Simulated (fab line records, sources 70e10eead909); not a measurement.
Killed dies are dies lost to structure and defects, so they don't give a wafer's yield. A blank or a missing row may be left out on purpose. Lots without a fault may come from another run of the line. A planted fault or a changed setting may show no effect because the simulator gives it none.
Which tool did it? | flow nand_harc | 6 lots, 18 wafers sampled, at 4 steps of a route of 1159

WHAT THE GAUGES READ, wafer by wafer
NHARC_P_M1_INSPECT_11.
lot  | measured     | on                | raw_defect_count
L351 | day 6 17:22  | defect_inspect-02 | 10 7 4
L356 | day 7 19:48  | defect_inspect-01 | 6 0 7
L358 | day 8 08:59  | defect_inspect-02 | 4 2 3
L364 | day 9 16:19  | defect_inspect-02 | 5 2 1
L366 | day 10 14:10 | defect_inspect-02 | 6 2 6
L370 | day 11 06:42 | defect_inspect-01 | 7 8 8

WHICH TOOL RAN EACH LOT (tool, then ch and the chambers of the sampled wafers, then the start)
lot  | NHARC_P_M0_ANNEAL_30             | NHARC_P_M0_PRE_CLEAN_31         | NHARC_P_M1_SOFTBAKE_04
L351 | rtp_anneal-01 ch 0, day 6 15:14  | pecvd-01 ch 1,2, day 6 16:01    | litho_track-04 ch 0, day 6 16:00
L356 | rtp_anneal-02 ch 0, day 7 17:25  | pecvd-03 ch 0,1,2, day 7 18:23  | litho_track-04 ch 0, day 7 19:00
L358 | rtp_anneal-02 ch 0, day 8 06:40  | pecvd-03 ch 0,1,2, day 8 07:32  | litho_track-04 ch 0, day 8 08:00
L364 | rtp_anneal-01 ch 0, day 9 14:09  | pecvd-01 ch 0,1,2, day 9 14:59  | litho_track-04 ch 0, day 9 15:00
L366 | rtp_anneal-02 ch 0, day 10 11:58 | pecvd-01 ch 0,1,2, day 10 12:44 | litho_track-06 ch 0, day 10 13:00
L370 | rtp_anneal-02 ch 0, day 11 04:23 | pecvd-02 ch 0,1,2, day 11 05:17 | litho_track-06 ch 0, day 11 06:00
- NHARC_P_M0_ANNEAL_30: time 90 s.
- NHARC_P_M0_PRE_CLEAN_31: time 12 s.
- NHARC_P_M1_SOFTBAKE_04: time 55 s.

THE ANSWER, worked out from the rows above alone
Rule: what is usual is taken from the lots themselves. Put in order of their means at a reading, lots are off if they are a third of the lots or fewer, leave a main group of 4 or more, and stand apart from it by a gap of 3 or more times the standard deviation of the main group's means; of several such gaps the widest counts. A main group whose means are all the same, to the digits that the tables above print for the reading, isn't used. A lot without any number at a reading at which 4 lots or more have one is off too. The other lots that the step has rows for count as sound.
No lot is off at any reading shown: from this, nothing can be told.

WHAT THE SIMULATOR HAD PUT IN
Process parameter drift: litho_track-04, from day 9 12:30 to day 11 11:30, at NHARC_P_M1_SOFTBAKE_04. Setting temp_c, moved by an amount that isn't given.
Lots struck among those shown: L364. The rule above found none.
